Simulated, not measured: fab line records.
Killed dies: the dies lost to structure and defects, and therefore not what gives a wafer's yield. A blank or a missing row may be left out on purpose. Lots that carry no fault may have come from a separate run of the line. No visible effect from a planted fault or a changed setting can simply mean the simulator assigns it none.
Chamber matching / flow nand-harc / 3 sister chambers for NHARC_A_STAIRCASE_DEP_151 on pecvd-01
The step deposits SiO2, target thk 3800 nm. 3 wafers are shown with their chamber, then 10 later ones without.

## WAFERS WITH THEIR CHAMBER
wafer=L087.3; chamber=2; heater-power-w (W)=620
wafer=L090.2; chamber=0; heater-power-w (W)=673
wafer=L090.4; chamber=1; heater-power-w (W)=613

## WAFERS WHOSE CHAMBER IS MISSING
wafer=L090.6; heater-power-w (W)=507
wafer=L092.1; heater-power-w (W)=649
wafer=L092.3; heater-power-w (W)=579
wafer=L092.5; heater-power-w (W)=616
wafer=L094.3; heater-power-w (W)=582
wafer=L094.4; heater-power-w (W)=609
wafer=L094.6; heater-power-w (W)=520
wafer=L097.1; heater-power-w (W)=728
wafer=L097.2; heater-power-w (W)=601
wafer=L097.6; heater-power-w (W)=611

## WHICH CHAMBER EACH WENT THROUGH
wafer=L090.6; from the rows above=can't be placed: 1 or 2 or 0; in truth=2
wafer=L092.1; from the rows above=can't be placed: 0 or 2 or 1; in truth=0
wafer=L092.3; from the rows above=can't be placed: 1 or 2 or 0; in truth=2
wafer=L092.5; from the rows above=can't be placed: 1 or 2 or 0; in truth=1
wafer=L094.3; from the rows above=can't be placed: 1 or 2 or 0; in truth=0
wafer=L094.4; from the rows above=can't be placed: 1 or 2 or 0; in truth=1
wafer=L094.6; from the rows above=can't be placed: 1 or 2 or 0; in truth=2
wafer=L097.1; from the rows above=can't be placed: 0 or 2 or 1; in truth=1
wafer=L097.2; from the rows above=can't be placed: 1 or 2 or 0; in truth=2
wafer=L097.6; from the rows above=can't be placed: 1 or 2 or 0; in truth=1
Placed correctly: 0 of 10. Not placeable from these rows: 10 (in 10, the candidates include the true chamber). 0 placed wrongly.
How it was worked out, from the rows above alone: a wafer's distance from a chamber is the root of the sum, over the readings, of the square of ((its reading less the chamber's mean) divided by the reading's scatter). The wafer belongs to the nearest chamber; if the next one is less than 2 further off, it can't be placed. A chamber's mean is the mean of its shown wafers. The scatter: root of mean squared gap, hidden wafer to nearest shown wafer, with one shown wafer a chamber.
